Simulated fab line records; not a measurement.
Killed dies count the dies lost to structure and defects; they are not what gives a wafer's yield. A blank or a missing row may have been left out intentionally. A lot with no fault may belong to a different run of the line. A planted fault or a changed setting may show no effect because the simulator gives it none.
Chamber matching || flow nandHarc || rieDiel-08 running NHARC_A_STAIRCASE_STRIP_476: 4 sister chambers
The step strips in O2, time 20 s. 8 wafers are shown with their chamber, then 9 later ones without.

WAFERS, EACH WITH ITS CHAMBER
{"wafer": "L084.5", "chamber": 2, "showerheadPlenumPTorr (Torr)": 3.37, "throttleValvePct (%)": 17.046}
{"wafer": "L083.6", "chamber": 3, "showerheadPlenumPTorr (Torr)": 3.44, "throttleValvePct (%)": 17.032}
{"wafer": "L085.1", "chamber": 0, "showerheadPlenumPTorr (Torr)": 3.72, "throttleValvePct (%)": 17.037}
{"wafer": "L085.3", "chamber": 1, "showerheadPlenumPTorr (Torr)": 3.79, "throttleValvePct (%)": 17.048}
{"wafer": "L085.5", "chamber": 3, "showerheadPlenumPTorr (Torr)": 3.43, "throttleValvePct (%)": 17.034}
{"wafer": "L089.2", "chamber": 1, "showerheadPlenumPTorr (Torr)": 3.78, "throttleValvePct (%)": 17.041}
{"wafer": "L089.3", "chamber": 0, "showerheadPlenumPTorr (Torr)": 3.71, "throttleValvePct (%)": 17.042}
{"wafer": "L089.5", "chamber": 2, "showerheadPlenumPTorr (Torr)": 3.37, "throttleValvePct (%)": 17.034}

WAFERS WITHOUT THEIR CHAMBER
{"wafer": "L090.1", "showerheadPlenumPTorr (Torr)": 3.70, "throttleValvePct (%)": 17.039}
{"wafer": "L090.2", "showerheadPlenumPTorr (Torr)": 3.78, "throttleValvePct (%)": 17.051}
{"wafer": "L090.6", "showerheadPlenumPTorr (Torr)": 3.70, "throttleValvePct (%)": 17.029}
{"wafer": "L092.4", "showerheadPlenumPTorr (Torr)": 3.70, "throttleValvePct (%)": 17.021}
{"wafer": "L092.5", "showerheadPlenumPTorr (Torr)": 3.77, "throttleValvePct (%)": 17.053}
{"wafer": "L092.6", "showerheadPlenumPTorr (Torr)": 3.36, "throttleValvePct (%)": 17.048}
{"wafer": "L096.2", "showerheadPlenumPTorr (Torr)": 3.77, "throttleValvePct (%)": 17.037}
{"wafer": "L096.5", "showerheadPlenumPTorr (Torr)": 3.77, "throttleValvePct (%)": 17.038}
{"wafer": "L096.6", "showerheadPlenumPTorr (Torr)": 3.70, "throttleValvePct (%)": 17.043}

WHICH CHAMBER EACH ONE RAN IN
{"wafer": "L090.1", "from the rows above": 0, "in truth": 0}
{"wafer": "L090.2", "from the rows above": 1, "in truth": 1}
{"wafer": "L090.6", "from the rows above": 0, "in truth": 0}
{"wafer": "L092.4", "from the rows above": 0, "in truth": 0}
{"wafer": "L092.5", "from the rows above": 1, "in truth": 1}
{"wafer": "L092.6", "from the rows above": 2, "in truth": 2}
{"wafer": "L096.2", "from the rows above": 1, "in truth": 1}
{"wafer": "L096.5", "from the rows above": 1, "in truth": 1}
{"wafer": "L096.6", "from the rows above": 0, "in truth": 0}
Correct placement for 9 of the 9. Left unplaced by these rows: 0. Placed wrongly: 0.
How it was worked out, from the rows above alone: a wafer's distance from a chamber is the root of the sum, over the readings, of the square of ((its reading less the chamber's mean) divided by the reading's scatter). The wafer belongs to the nearest chamber; if the next one is less than 2 further off, it can't be placed. For every chamber, the mean is computed from those of its wafers that are shown. How the scatter is found: for the shown wafers, subtract from each reading the mean of its chamber, square and add these, divide the total by (wafers less chambers), then take the root.
